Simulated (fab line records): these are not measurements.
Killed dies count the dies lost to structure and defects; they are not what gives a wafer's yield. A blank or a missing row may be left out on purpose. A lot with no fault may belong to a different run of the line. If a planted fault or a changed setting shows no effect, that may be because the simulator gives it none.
fab line records | flow n5-finfet | part 1 of 2: steps 1 to 15 of 22
record lots=5 | wafers=15 | last-day=18
route steps=1938 shown BEOL_M0_CUTY@706 BEOL_M0@715
lots untouched by any fault: they come from a run of this same line in which no faults occurred
start-h: the number of hours between the record's first day and the start of the first shown wafer of the lot | wait-h: hours elapsed since this lot's preceding step | " repeats the value in the row above | L1.1+2: a single row standing in for several wafers | - no value, or no start given | * or withheld: withheld | < > ~ a bound
route shown NAME@n: names a module that has steps shown in the file, with the first one's number in the route | usual: mean/standard deviation of fault-free wafers | same: alike in all rows | chamber/n: place in a boat | sites: readings site by site | _std_site: standard deviation across them | _edge_site: inner sites' mean taken away from outer sites' mean | radius-mm: for every site, how far away it sits from the centre of the wafer | mask NAME#n: copy n | behind: the last tool/chamber to shape the wafer | hold: cause of the lot's hold/its duration in hours/its outcome | device: the transistor (n, p or np) that didn't switch | end of line: tests run on the same wafers once the route is complete | where a step has no rows: the recipe by itself | killed: the dies lost at the first sort to structure and to defects; this is not the yield of the wafer | map: dies across one wafer; x = killed, . = not, _ = none there
set.NAME: setting as actually run; set.NAME@STEP: the setting as run at that earlier step | model.NAME: the simulator's own value behind a step, which no gauge read
lots at selected steps of the route; one table per step, one row per wafer
services: from which hour (start-h, from the record's first day; less than 0 if before it) a tool's chamber was out of use, for how many hours, and why
## steps
# step N5_BEOL_M0_CUTY_PEB_55
# recipe peb-temp-c=110 | peb-time-s=60 | resist=CAR-ArF-block
# usual plate-temp-C=110.00/0.13
lot.wafer | tool           | chamber | start-h | wait-h | plate-temp-C
L086.1    | litho-track-04 | 0       | 191.35  | 0.1    | 109.89
L086.3    | "              | 0       | "       | "      | 109.85
L086.5    | "              | 0       | "       | "      | 110.02
L087.4    | litho-track-01 | 0       | 197.05  | 0.0    | 110.03
L087.5    | "              | 0       | "       | "      | 109.89
L087.6    | "              | 0       | "       | "      | 109.96
L088.4    | litho-track-04 | 0       | 198.91  | 0.0    | 109.67
L088.5    | "              | 0       | "       | "      | 109.84
L088.6    | "              | 0       | "       | "      | 110.12
L095.1    | litho-track-05 | 0       | 246.05  | 0.1    | 110.01
L095.2    | "              | 0       | "       | "      | 109.73
L095.4    | "              | 0       | "       | "      | 109.92
L096.1    | litho-track-05 | 0       | 251.84  | 0.1    | 110.04
L096.4    | "              | 0       | "       | "      | 110.30
L096.6    | "              | 0       | "       | "      | 110.21
# step N5_BEOL_M0_CUTY_DEVELOP_56
# recipe develop-time-s=30 | developer=TMAH | resist=CAR-ArF-block | rinse-liquid=diw | dry=air-spin | dev-temp-c=23
lot.wafer  | tool           | chamber | start-h | wait-h
L086.1+3+5 | litho-track-04 | 0       | -       | -
L087.4+5+6 | litho-track-01 | 0       | -       | -
L088.4+5+6 | litho-track-04 | 0       | -       | -
L095.1+2+4 | litho-track-05 | 0       | -       | -
L096.1+4+6 | litho-track-05 | 0       | -       | -
# step N5_BEOL_M0_CUTY_CD_MEAS_57
# recipe target-cd-nm=200 | landing-energy-ev=500 | detector=se-inlens | polarity=line
# usual cd-nm=200.0/1
lot.wafer | tool      | chamber | start-h | wait-h | cd-nm
L086.1    | cd-sem-02 | 0       | 191.42  | -      | 201.2
L086.3    | "         | 0       | "       | "      | 200.4
L086.5    | "         | 0       | "       | "      | 200.9
L087.4    | cd-sem-03 | 0       | 197.12  | -      | 197.7
L087.5    | "         | 0       | "       | "      | 199.8
L087.6    | "         | 0       | "       | "      | 198.9
L088.4    | cd-sem-02 | 0       | 198.98  | -      | 198.2
L088.5    | "         | 0       | "       | "      | 200.3
L088.6    | "         | 0       | "       | "      | 198.0
L095.1    | cd-sem-03 | 0       | 246.12  | -      | 200.2
L095.2    | "         | 0       | "       | "      | 198.8
L095.4    | "         | 0       | "       | "      | 199.4
L096.1    | cd-sem-02 | 0       | 251.91  | -      | 201.2
L096.4    | "         | 0       | "       | "      | 201.0
L096.6    | "         | 0       | "       | "      | 201.5
# step N5_BEOL_M0_CUTY_OVL_MEAS_58
# recipe points-per-wafer=44
# usual M0_ABLK_OVL=0.1/0.59
lot.wafer | tool       | chamber | start-h | wait-h | M0_ABLK_OVL[nm]
L086.1    | overlay-01 | 0       | 191.45  | 0.0    | 1.1
L086.3    | "          | 0       | "       | "      | 0.3
L086.5    | "          | 0       | "       | "      | 0.7
L087.4    | overlay-01 | 0       | 197.14  | 0.0    | -0.2
L087.5    | "          | 0       | "       | "      | -0.1
L087.6    | "          | 0       | "       | "      | 0.0
L088.4    | overlay-01 | 0       | 199.01  | 0.0    | 1.1
L088.5    | "          | 0       | "       | "      | 1.7
L088.6    | "          | 0       | "       | "      | 1.3
L095.1    | overlay-02 | 0       | 246.15  | 0.0    | 0.8
L095.2    | "          | 0       | "       | "      | 1.0
L095.4    | "          | 0       | "       | "      | 0.5
L096.1    | overlay-02 | 0       | 251.95  | 0.0    | -0.1
L096.4    | "          | 0       | "       | "      | 0.0
L096.6    | "          | 0       | "       | "      | 0.0
# step N5_BEOL_M0_CUTY_INSPECT_59
# recipe mode=adi | inspect-instrument=macro
# usual raw-defect-count=2.0/1.4
lot.wafer | tool              | chamber | start-h | wait-h | raw-defect-count
L086.1    | defect-inspect-02 | -       | 191.47  | 0.0    | 0
L086.3    | "                 | -       | "       | "      | 1
L086.5    | "                 | -       | "       | "      | 4
L087.4    | defect-inspect-02 | -       | 197.17  | 0.0    | 3
L087.5    | "                 | -       | "       | "      | 3
L087.6    | "                 | -       | "       | "      | 1
L088.4    | defect-inspect-02 | -       | 199.03  | 0.0    | 6
L088.5    | "                 | -       | "       | "      | 4
L088.6    | "                 | -       | "       | "      | 0
L095.1    | defect-inspect-01 | -       | 246.17  | 0.0    | 2
L095.2    | "                 | -       | "       | "      | 0
L095.4    | "                 | -       | "       | "      | 3
L096.1    | defect-inspect-01 | -       | 251.98  | 0.0    | 3
L096.4    | "                 | -       | "       | "      | 0
L096.6    | "                 | -       | "       | "      | 1
# step N5_BEOL_M0_CUTY_DESCUM_61
# recipe chemistry=O2 | time-s=7.9 | source-power-w=50 | bias-power-w=20 | pressure-mtorr=20 | rf-frequency-hz=2.712e+07 | temp-c=40 | resist=CAR-ArF-block | o2-flow-sccm=225
# usual drypump-motor-current-A=5.7/0.41 | oes-product-au=0.81/0.11 | rf-vpp-V=242.9/1.6 | showerhead-plenum-p-Torr=2.07/0.095 | temp-c=40.00/0.11 | throttle-valve-pct=20.29/0.22
# same time-s=7.9
lot.wafer | tool        | chamber | start-h | wait-h | drypump-motor-current-A | oes-product-au | rf-hours-counter-h | rf-vpp-V | showerhead-plenum-p-Torr | temp-c | throttle-valve-pct
L086.1    | rie-diel-04 | 2       | 191.92  | 0.4    | 5.3                     | 0.67           | 246                | 241.7    | 2.04                     | 40.01  | 20.55
L086.3    | "           | 0       | "       | "      | 5.6                     | 0.87           | 55                 | 244.4    | 2.23                     | 40.17  | 20.46
L086.5    | "           | 3       | "       | "      | 6.1                     | 0.93           | -                  | 242.1    | 2.04                     | 39.95  | 19.94
L087.4    | rie-diel-04 | 0       | 197.22  | 0.0    | 5.6                     | 0.87           | -                  | 245.5    | 2.23                     | 40.12  | 20.48
L087.5    | "           | 3       | "       | "      | 6.0                     | 0.93           | -                  | 243.7    | 2.04                     | 40.01  | 19.97
L087.6    | "           | 2       | "       | "      | 5.3                     | 0.68           | -                  | 243.5    | 2.04                     | 39.98  | 20.55
L088.4    | rie-diel-05 | 0       | 199.29  | 0.3    | 5.1                     | 0.95           | 14                 | 244.5    | 2.14                     | 39.97  | 19.85
L088.5    | "           | 3       | "       | "      | 5.5                     | 0.89           | -                  | 241.9    | 2.01                     | 40.16  | 20.30
L088.6    | "           | 0       | "       | "      | 5.1                     | 0.94           | -                  | 243.1    | 2.14                     | 39.98  | 19.85
L095.1    | rie-diel-05 | 0       | 246.33  | 0.2    | 5.1                     | 0.89           | 34                 | 244.6    | 2.13                     | 39.79  | 19.87
L095.2    | "           | 2       | "       | "      | 5.4                     | 0.73           | 197                | 239.8    | 1.90                     | 39.98  | 20.30
L095.4    | "           | 3       | "       | "      | 5.5                     | 0.87           | 41                 | 241.0    | 2.01                     | 40.12  | 20.30
L096.1    | rie-diel-04 | 1       | 252.01  | 0.0    | 5.5                     | 0.67           | 229                | 243.2    | 2.17                     | 39.84  | 20.33
L096.4    | "           | 0       | "       | "      | 5.6                     | 0.82           | 82                 | 244.4    | 2.22                     | 40.15  | 20.51
L096.6    | "           | 1       | "       | "      | 5.5                     | 0.67           | -                  | 245.2    | 2.17                     | 39.80  | 20.33
# step N5_BEOL_M0_CUTY_ETCH_62
# recipe chemistry=CF4 | target=SiARC | mask-material=CAR-ArF-block | time-s=58.5 | ion-energy-ev=80 | pressure-mtorr=40 | source-w=545 | bias-w=36 | Ar_flow_sccm=100 | cf4-flow-sccm=100 | ends=cleared
# usual bias-w=35.99/0.11 | drypump-motor-current-A=5.7/0.41 | etch-rf-on-time-s=59.1/2.3 | oes-product-au=0.68/0.097 | rf-vpp-V=183.9/1.4 | showerhead-plenum-p-Torr=2.13/0.088 | throttle-valve-pct=15.54/0.24
lot.wafer | tool        | chamber | start-h | wait-h | bias-w | drypump-motor-current-A | etch-rf-on-time-s | oes-product-au | rf-hours-counter-h | rf-vpp-V | showerhead-plenum-p-Torr | throttle-valve-pct
L086.1    | rie-diel-04 | 2       | 191.95  | 0.0    | 35.85  | 5.3                     | 59.6              | 0.58           | 246                | 183.8    | 2.11                     | 15.90
L086.3    | "           | 0       | "       | "      | 35.99  | 5.6                     | 58.4              | 0.73           | 55                 | 186.4    | 2.27                     | 15.63
L086.5    | "           | 3       | "       | "      | 35.95  | 6.1                     | 60.1              | 0.79           | -                  | 185.3    | 2.11                     | 15.18
L087.4    | rie-diel-04 | 0       | 197.26  | 0.0    | 36.09  | 5.6                     | 58.5              | 0.73           | -                  | 185.1    | 2.27                     | 15.62
L087.5    | "           | 3       | "       | "      | 36.02  | 6.1                     | 59.4              | 0.78           | -                  | 184.2    | 2.11                     | 15.19
L087.6    | "           | 2       | "       | "      | 35.87  | 5.3                     | 59.5              | 0.58           | -                  | 183.6    | 2.11                     | 15.90
L088.4    | rie-diel-05 | 0       | 199.32  | 0.0    | 36.02  | 5.1                     | 54.5              | 0.81           | 14                 | 184.1    | 2.20                     | 15.13
L088.5    | "           | 3       | "       | "      | 35.87  | 5.6                     | 55.5              | 0.79           | -                  | 184.2    | 2.11                     | 15.73
L088.6    | "           | 0       | "       | "      | 35.90  | 5.0                     | 54.6              | 0.81           | -                  | 184.5    | 2.20                     | 15.14
L095.1    | rie-diel-05 | 0       | 246.36  | 0.0    | 36.11  | 5.1                     | 55.4              | 0.77           | 34                 | 185.3    | 2.19                     | 15.16
L095.2    | "           | 2       | "       | "      | 36.09  | 5.4                     | 61.0              | 0.60           | 197                | 181.6    | 1.96                     | 15.58
L095.4    | "           | 3       | "       | "      | 36.22  | 5.6                     | 55.3              | 0.77           | 41                 | 184.5    | 2.11                     | 15.75
L096.1    | rie-diel-04 | 1       | 252.05  | 0.0    | 35.96  | 5.5                     | 58.8              | 0.59           | 229                | 185.2    | 2.20                     | 15.47
L096.4    | "           | 0       | "       | "      | 35.89  | 5.6                     | 59.7              | 0.69           | 82                 | 185.6    | 2.26                     | 15.67
L096.6    | "           | 1       | "       | "      | 35.82  | 5.5                     | 58.8              | 0.60           | -                  | 185.8    | 2.20                     | 15.46
# step N5_BEOL_M0_CUTY_ETCH_63
# recipe chemistry=N2/H2 | target=SOC | target-depth-a=827 | overetch-a=165 | mask-material=SiARC | temp-c=40 | ion-energy-ev=200 | time-s=124 | pressure-mtorr=30 | source-w=840 | bias-w=150 | n2-flow-sccm=200 | h2-flow-sccm=200
# usual bias-w=150.0/0.47 | drypump-motor-current-A=5.7/0.41 | oes-product-au=0.66/0.084 | rf-vpp-V=524/3.1 | showerhead-plenum-p-Torr=2.53/0.11 | temp-c=39.99/0.11 | throttle-valve-pct=17.80/0.3
# same time-s=124
lot.wafer | tool        | chamber | start-h | wait-h | bias-w | drypump-motor-current-A | oes-product-au | rf-hours-counter-h | rf-vpp-V | showerhead-plenum-p-Torr | temp-c | throttle-valve-pct
L086.1    | rie-diel-04 | 2       | 192.00  | 0.0    | 150.0  | 5.3                     | 0.56           | 246                | 522      | 2.53                     | 40.04  | 18.35
L086.3    | "           | 0       | "       | "      | 150.4  | 5.6                     | 0.70           | 55                 | 531      | 2.72                     | 40.10  | 17.90
L086.5    | "           | 3       | "       | "      | 150.8  | 6.1                     | 0.77           | -                  | 524      | 2.47                     | 39.86  | 17.28
L087.4    | rie-diel-04 | 0       | 197.34  | 0.1    | 150.4  | 5.6                     | 0.69           | -                  | 529      | 2.71                     | 40.06  | 17.91
L087.5    | "           | 3       | "       | "      | 149.7  | 6.1                     | 0.76           | -                  | 523      | 2.47                     | 40.15  | 17.27
L087.6    | "           | 2       | "       | "      | 150.5  | 5.3                     | 0.56           | -                  | 522      | 2.53                     | 40.04  | 18.36
L088.4    | rie-diel-05 | 0       | 199.37  | 0.0    | 149.8  | 5.1                     | 0.75           | 14                 | 527      | 2.62                     | 39.76  | 17.35
L088.5    | "           | 3       | "       | "      | 150.0  | 5.6                     | 0.74           | -                  | 523      | 2.49                     | 40.00  | 18.04
L088.6    | "           | 0       | "       | "      | 149.6  | 5.1                     | 0.75           | -                  | 524      | 2.62                     | 39.78  | 17.35
L095.1    | rie-diel-05 | 0       | 246.41  | 0.0    | 149.3  | 5.1                     | 0.72           | 34                 | 523      | 2.61                     | 40.06  | 17.38
L095.2    | "           | 2       | "       | "      | 149.5  | 5.5                     | 0.58           | 197                | 517      | 2.32                     | 39.99  | 17.76
L095.4    | "           | 3       | "       | "      | 150.1  | 5.5                     | 0.72           | 41                 | 521      | 2.49                     | 40.01  | 18.05
L096.1    | rie-diel-04 | 1       | 252.10  | 0.0    | 150.6  | 5.4                     | 0.57           | 229                | 526      | 2.62                     | 40.08  | 17.69
L096.4    | "           | 0       | "       | "      | 150.3  | 5.6                     | 0.67           | 82                 | 528      | 2.70                     | 39.94  | 17.95
L096.6    | "           | 1       | "       | "      | 149.8  | 5.5                     | 0.57           | -                  | 526      | 2.62                     | 40.02  | 17.69
# step N5_BEOL_M0_CUTY_STRIP_64
# recipe chemistry=N2/H2 | temp-c=40 | n2-flow-sccm=200 | h2-flow-sccm=200 | rf-frequency-hz=6e+07
lot.wafer  | tool        | chamber | start-h | wait-h
L086.1+3+5 | rie-diel-04 | 2,0,3   | 192.11  | 0.1
L087.4+5+6 | rie-diel-04 | 0,3,2   | 197.40  | 0.0
L088.4+5+6 | rie-diel-05 | 0,3,0   | 199.48  | 0.1
L095.1+2+4 | rie-diel-05 | 0,2,3   | 246.52  | 0.1
L096.1+4+6 | rie-diel-04 | 1,0,1   | 252.21  | 0.1
# step N5_BEOL_M0_ETCH_138
# recipe chemistry=CH3F/O2 | target-depth-a=120 | target=SiCN | time-s=31.6 | ion-energy-ev=120 | pressure-mtorr=30 | source-w=395 | bias-w=75 | Ar_flow_sccm=150 | CH3F_flow_sccm=30 | O2_flow_sccm=20 | ends=cleared
# usual O2_flow_sccm=20.00/0.056 | bias-w=75.01/0.22 | drypump-motor-current-A=5.7/0.41 | etch-rf-on-time-s=29.5/1 | oes-product-au=0.68/0.094 | rf-vpp-V=297.1/1.9 | showerhead-plenum-p-Torr=1.99/0.086 | throttle-valve-pct=16.23/0.22
lot.wafer | tool        | chamber | start-h | wait-h | O2_flow_sccm | bias-w | drypump-motor-current-A | etch-rf-on-time-s | oes-product-au | rf-hours-counter-h | rf-vpp-V | showerhead-plenum-p-Torr | throttle-valve-pct
L086.1    | rie-diel-04 | 2       | 192.12  | 0.0    | 20.07        | 75.10  | 5.3                     | 28.0              | 0.58           | 246                | 296.6    | 1.97                     | 16.60
L086.3    | "           | 0       | "       | "      | 20.00        | 75.09  | 5.6                     | 28.6              | 0.73           | 55                 | 299.5    | 2.11                     | 16.24
L086.5    | "           | 3       | "       | "      | 20.00        | 74.91  | 6.1                     | 29.6              | 0.79           | -                  | 295.7    | 1.96                     | 15.87
L087.4    | rie-diel-04 | 0       | 197.44  | 0.0    | 19.98        | 74.91  | 5.6                     | 29.5              | 0.73           | -                  | 298.9    | 2.11                     | 16.23
L087.5    | "           | 3       | "       | "      | 19.97        | 74.76  | 6.1                     | 28.1              | 0.79           | -                  | 296.6    | 1.96                     | 15.87
L087.6    | "           | 2       | "       | "      | 19.96        | 74.76  | 5.3                     | 30.1              | 0.57           | -                  | 296.7    | 1.97                     | 16.60
L088.4    | rie-diel-05 | 0       | 199.49  | 0.0    | 19.96        | 74.94  | 5.1                     | 27.8              | 0.81           | 14                 | 296.6    | 2.06                     | 15.86
L088.5    | "           | 3       | "       | "      | 19.97        | 75.10  | 5.6                     | 28.3              | 0.78           | -                  | 297.6    | 1.97                     | 16.46
L088.6    | "           | 0       | "       | "      | 20.05        | 74.80  | 5.1                     | 29.0              | 0.81           | -                  | 297.4    | 2.06                     | 15.87
L095.1    | rie-diel-05 | 0       | 246.53  | 0.0    | 19.96        | 74.92  | 5.1                     | 27.6              | 0.76           | 34                 | 300.0    | 2.06                     | 15.92
L095.2    | "           | 2       | "       | "      | 20.05        | 75.16  | 5.5                     | 29.0              | 0.61           | 197                | 294.0    | 1.81                     | 16.22
L095.4    | "           | 3       | "       | "      | 20.01        | 75.26  | 5.6                     | 29.0              | 0.77           | 41                 | 296.1    | 1.97                     | 16.47
L096.1    | rie-diel-04 | 1       | 252.22  | 0.0    | 19.90        | 75.02  | 5.5                     | 28.8              | 0.59           | 229                | 296.9    | 2.07                     | 16.22
L096.4    | "           | 0       | "       | "      | 20.01        | 75.20  | 5.6                     | 29.5              | 0.68           | 82                 | 298.2    | 2.10                     | 16.29
L096.6    | "           | 1       | "       | "      | 20.02        | 74.94  | 5.5                     | 29.9              | 0.58           | -                  | 299.2    | 2.07                     | 16.21
# step N5_BEOL_M0_HM_OPEN_105
# recipe chemistry=Cl2/BCl3 | target-depth-a=120 | target=TiN | ion-energy-ev=150 | pressure-mtorr=10 | icp-w=1000 | bias-w=126 | Cl2_flow_sccm=53.25 | bcl3-flow-sccm=21.75 | Ar_flow_sccm=25
# usual bias-w=125.9/0.34 | drypump-motor-current-A=5.7/0.49 | oes-product-au=0.69/0.082 | throttle-valve-pct=22.16/0.15
lot.wafer | tool         | chamber | start-h | wait-h | bias-w | drypump-motor-current-A | oes-product-au | rf-hours-counter-h | throttle-valve-pct
L086.1    | rie-metal-02 | 0       | 192.34  | 0.2    | 125.6  | 5.1                     | 0.63           | 119                | 22.38
L086.3    | "            | 1       | "       | "      | 125.5  | 5.8                     | 0.94           | -                  | 22.06
L086.5    | "            | 0       | "       | "      | 125.4  | 5.1                     | 0.62           | -                  | 22.37
L087.4    | rie-metal-03 | 0       | 197.57  | 0.1    | 126.2  | 6.4                     | 0.64           | -                  | 22.05
L087.5    | "            | 0       | "       | "      | 126.4  | 6.4                     | 0.64           | -                  | 22.04
L087.6    | "            | 1       | "       | "      | 125.7  | 5.1                     | 0.69           | -                  | 22.11
L088.4    | rie-metal-03 | 0       | 199.66  | 0.1    | 126.5  | 6.4                     | 0.64           | -                  | 22.07
L088.5    | "            | 0       | "       | "      | 126.3  | 6.4                     | 0.64           | -                  | 22.04
L088.6    | "            | 1       | "       | "      | 126.5  | 5.2                     | 0.69           | -                  | 22.09
L095.1    | rie-metal-01 | 1       | 249.51  | 2.9    | 125.9  | 5.8                     | 0.67           | 94                 | 21.98
L095.2    | "            | 0       | "       | "      | 126.1  | 6.1                     | 0.71           | 74                 | 22.37
L095.4    | "            | 0       | "       | "      | 125.7  | 6.1                     | 0.71           | -                  | 22.36
L096.1    | rie-metal-01 | 0       | 257.56  | 5.3    | 125.2  | 6.1                     | 0.72           | 75                 | 22.37
L096.4    | "            | 1       | "       | "      | 125.7  | 5.8                     | 0.68           | -                  | 21.97
L096.6    | "            | 1       | "       | "      | 125.2  | 5.8                     | 0.67           | -                  | 21.98
# step N5_BEOL_M0_STRIP_140
# recipe chemistry=CF4 | resist=SiARC | power-w=300 | bias-power-w=75 | pressure-mtorr=50 | cf4-flow-sccm=150 | rf-frequency-hz=6e+07
# usual drypump-motor-current-A=5.7/0.36 | oes-product-au=0.79/0.1 | rf-vpp-V=271.0/1.9 | showerhead-plenum-p-Torr=1.79/0.076 | throttle-valve-pct=13.51/0.26
lot.wafer | tool        | chamber | start-h | wait-h | drypump-motor-current-A | oes-product-au | rf-hours-counter-h | rf-vpp-V | showerhead-plenum-p-Torr | throttle-valve-pct
L086.1    | rie-diel-05 | 2       | 192.51  | 0.1    | 5.5                     | 0.72           | 177                | 267.9    | 1.65                     | 13.59
L086.3    | "           | 3       | "       | "      | 5.5                     | 0.89           | 27                 | 272.9    | 1.76                     | 13.60
L086.5    | "           | 3       | "       | "      | 5.5                     | 0.89           | -                  | 272.2    | 1.76                     | 13.58
L087.4    | rie-diel-05 | 2       | 197.69  | 0.1    | 5.4                     | 0.73           | 179                | 269.9    | 1.65                     | 13.58
L087.5    | "           | 2       | "       | "      | 5.5                     | 0.73           | -                  | 268.6    | 1.65                     | 13.60
L087.6    | "           | 1       | "       | "      | 6.1                     | 0.75           | -                  | 271.1    | 1.87                     | 13.77
L088.4    | rie-diel-02 | 0       | 199.78  | 0.1    | 6.1                     | 0.67           | 221                | 269.4    | 1.70                     | 13.53
L088.5    | "           | 1       | "       | "      | 5.9                     | 0.91           | -                  | 270.3    | 1.82                     | 13.09
L088.6    | "           | 0       | "       | "      | 6.1                     | 0.67           | -                  | 269.2    | 1.70                     | 13.52
L095.1    | rie-diel-02 | 3       | 249.68  | 0.1    | 6.6                     | 0.68           | 233                | 269.8    | 1.74                     | 13.39
L095.2    | "           | 0       | "       | "      | 6.1                     | 0.67           | 241                | 270.4    | 1.70                     | 13.56
L095.4    | "           | 2       | "       | "      | 5.6                     | 0.92           | 8                  | 270.0    | 1.78                     | 13.37
L096.1    | rie-diel-05 | 0       | 257.74  | 0.1    | 5.1                     | 0.86           | 37                 | 273.8    | 1.83                     | 13.11
L096.4    | "           | 1       | "       | "      | 6.1                     | 0.73           | 186                | 272.2    | 1.87                     | 13.82
L096.6    | "           | 1       | "       | "      | 6.1                     | 0.73           | -                  | 274.4    | 1.87                     | 13.82
# step N5_BEOL_M0_STRIP_104
# recipe chemistry=N2/H2 | power-w=450 | temp-c=40 | pressure-mtorr=20 | rf-frequency-hz=6e+07 | overash-fraction=0.3 | bias-power-w=7 | h2-frac=0.5 | n2-flow-sccm=200 | h2-flow-sccm=200
# usual drypump-motor-current-A=5.7/0.36 | oes-product-au=0.80/0.11 | rf-vpp-V=59.2/1.7 | showerhead-plenum-p-Torr=2.53/0.11 | temp-c=40.00/0.11 | throttle-valve-pct=23.7/0.33
lot.wafer | tool        | chamber | start-h | wait-h | drypump-motor-current-A | oes-product-au | rf-hours-counter-h | rf-vpp-V | showerhead-plenum-p-Torr | temp-c | throttle-valve-pct
L086.1    | rie-diel-05 | 2       | 192.53  | 0.0    | 5.5                     | 0.74           | 177                | 56.2     | 2.32                     | 40.01  | 23.5
L086.3    | "           | 3       | "       | "      | 5.6                     | 0.89           | 27                 | 58.6     | 2.49                     | 40.07  | 24.0
L086.5    | "           | 3       | "       | "      | 5.6                     | 0.92           | -                  | 60.2     | 2.49                     | 39.90  | 24.0
L087.4    | rie-diel-05 | 2       | 197.71  | 0.0    | 5.5                     | 0.74           | 179                | 60.4     | 2.32                     | 40.08  | 23.4
L087.5    | "           | 2       | "       | "      | 5.5                     | 0.73           | -                  | 56.1     | 2.32                     | 39.88  | 23.5
L087.6    | "           | 1       | "       | "      | 6.1                     | 0.76           | -                  | 61.3     | 2.63                     | 40.00  | 23.6
L088.4    | rie-diel-02 | 0       | 199.80  | 0.0    | 6.1                     | 0.68           | 221                | 59.7     | 2.42                     | 40.02  | 23.5
L088.5    | "           | 1       | "       | "      | 5.9                     | 0.91           | -                  | 60.5     | 2.61                     | 39.92  | 23.7
L088.6    | "           | 0       | "       | "      | 6.1                     | 0.68           | -                  | 57.8     | 2.42                     | 40.13  | 23.5
L095.1    | rie-diel-02 | 3       | 249.70  | 0.0    | 6.5                     | 0.68           | 233                | 60.7     | 2.51                     | 40.04  | 23.8
L095.2    | "           | 0       | "       | "      | 6.2                     | 0.65           | 241                | 62.5     | 2.41                     | 39.97  | 23.5
L095.4    | "           | 2       | "       | "      | 5.6                     | 0.94           | 8                  | 62.2     | 2.51                     | 39.92  | 23.6
L096.1    | rie-diel-05 | 0       | 257.76  | 0.0    | 5.1                     | 0.88           | 37                 | 58.9     | 2.60                     | 40.00  | 23.1
L096.4    | "           | 1       | "       | "      | 6.1                     | 0.73           | 186                | 60.9     | 2.62                     | 39.98  | 23.7
L096.6    | "           | 1       | "       | "      | 6.1                     | 0.74           | -                  | 57.6     | 2.62                     | 40.01  | 23.7
# step N5_BEOL_M0_WET_ETCH_106
# recipe chemistry=DHF | dilution=10:1 | temp-c=25 | target=SiO2 | target-depth-a=1300 | dry=ipa-marangoni | rinse-time-s=30 | rinse-temp-c=23
# usual rinse-temp-c=23.00/0.11 | temp-c=25.00/0.11
lot.wafer | tool         | chamber | start-h | wait-h | rinse-temp-c | temp-c
L086.1    | wet-bench-06 | 1       | 192.60  | -      | 22.91        | 24.91
L086.3    | "            | 3       | "       | "      | 23.06        | 25.05
L086.5    | "            | 6       | "       | "      | 22.89        | 25.20
L087.4    | wet-bench-06 | 3       | 197.78  | -      | 22.96        | 24.94
L087.5    | "            | 4       | "       | "      | 22.95        | 24.94
L087.6    | "            | 1       | "       | "      | 23.01        | 25.00
L088.4    | wet-bench-06 | 7       | 199.87  | -      | 23.06        | 24.97
L088.5    | "            | 6       | "       | "      | 23.21        | 24.85
L088.6    | "            | 0       | "       | "      | 22.98        | 25.02
L095.1    | wet-bench-04 | 2       | 249.91  | -      | 22.84        | 24.99
L095.2    | "            | 5       | "       | "      | 23.03        | 24.89
L095.4    | "            | 1       | "       | "      | 23.09        | 25.02
L096.1    | wet-bench-03 | 3       | 257.83  | -      | 23.07        | 25.17
L096.4    | "            | 5       | "       | "      | 23.00        | 25.08
L096.6    | "            | 6       | "       | "      | 23.06        | 24.95
# step N5_BEOL_M0_ETCH_128
# recipe chemistry=CF4/N2 | target-depth-a=120 | overetch-a=51 | target=SiCN | time-s=21.4 | ion-energy-ev=150 | pressure-mtorr=40 | source-w=430 | bias-w=70 | Ar_flow_sccm=100 | cf4-flow-sccm=60 | n2-flow-sccm=60
# usual bias-w=70.02/0.22 | drypump-motor-current-A=5.7/0.41 | oes-product-au=0.54/0.065 | rf-vpp-V=382.0/2 | showerhead-plenum-p-Torr=2.20/0.087 | throttle-valve-pct=15.38/0.25
# same time-s=21.4
lot.wafer | tool        | chamber | start-h | wait-h | bias-w | drypump-motor-current-A | oes-product-au | rf-hours-counter-h | rf-vpp-V | showerhead-plenum-p-Torr | throttle-valve-pct
L086.1    | rie-diel-05 | 0       | 192.66  | 0.0    | 69.89  | 5.1                     | 0.62           | 12                 | 384.7    | 2.27                     | 14.98
L086.3    | "           | 3       | "       | "      | 69.98  | 5.6                     | 0.62           | 27                 | 382.3    | 2.18                     | 15.54
L086.5    | "           | 3       | "       | "      | 70.20  | 5.6                     | 0.63           | -                  | 381.8    | 2.18                     | 15.52
L087.4    | rie-diel-05 | 3       | 197.83  | 0.0    | 70.04  | 5.5                     | 0.62           | 29                 | 381.2    | 2.18                     | 15.54
L087.5    | "           | 3       | "       | "      | 69.96  | 5.5                     | 0.61           | -                  | 381.5    | 2.18                     | 15.53
L087.6    | "           | 0       | "       | "      | 70.20  | 5.1                     | 0.63           | -                  | 382.4    | 2.27                     | 14.99
L088.4    | rie-diel-04 | 0       | 199.95  | 0.1    | 69.66  | 5.6                     | 0.59           | -                  | 384.2    | 2.34                     | 15.44
L088.5    | "           | 3       | "       | "      | 70.22  | 6.1                     | 0.64           | -                  | 380.8    | 2.16                     | 14.97
L088.6    | "           | 2       | "       | "      | 70.20  | 5.3                     | 0.48           | -                  | 380.3    | 2.18                     | 15.77
L095.1    | rie-diel-05 | 1       | 249.97  | 0.0    | 70.02  | 6.1                     | 0.50           | 184                | 384.5    | 2.28                     | 15.58
L095.2    | "           | 2       | "       | "      | 70.30  | 5.5                     | 0.49           | 199                | 378.7    | 2.01                     | 15.40
L095.4    | "           | 0       | "       | "      | 70.28  | 5.1                     | 0.61           | 35                 | 383.9    | 2.26                     | 15.01
L096.1    | rie-diel-05 | 3       | 257.89  | 0.0    | 69.99  | 5.6                     | 0.58           | 44                 | 381.4    | 2.17                     | 15.59
L096.4    | "           | 2       | "       | "      | 70.14  | 5.5                     | 0.50           | 200                | 378.2    | 2.01                     | 15.41
L096.6    | "           | 0       | "       | "      | 69.98  | 5.1                     | 0.59           | -                  | 382.8    | 2.26                     | 15.02
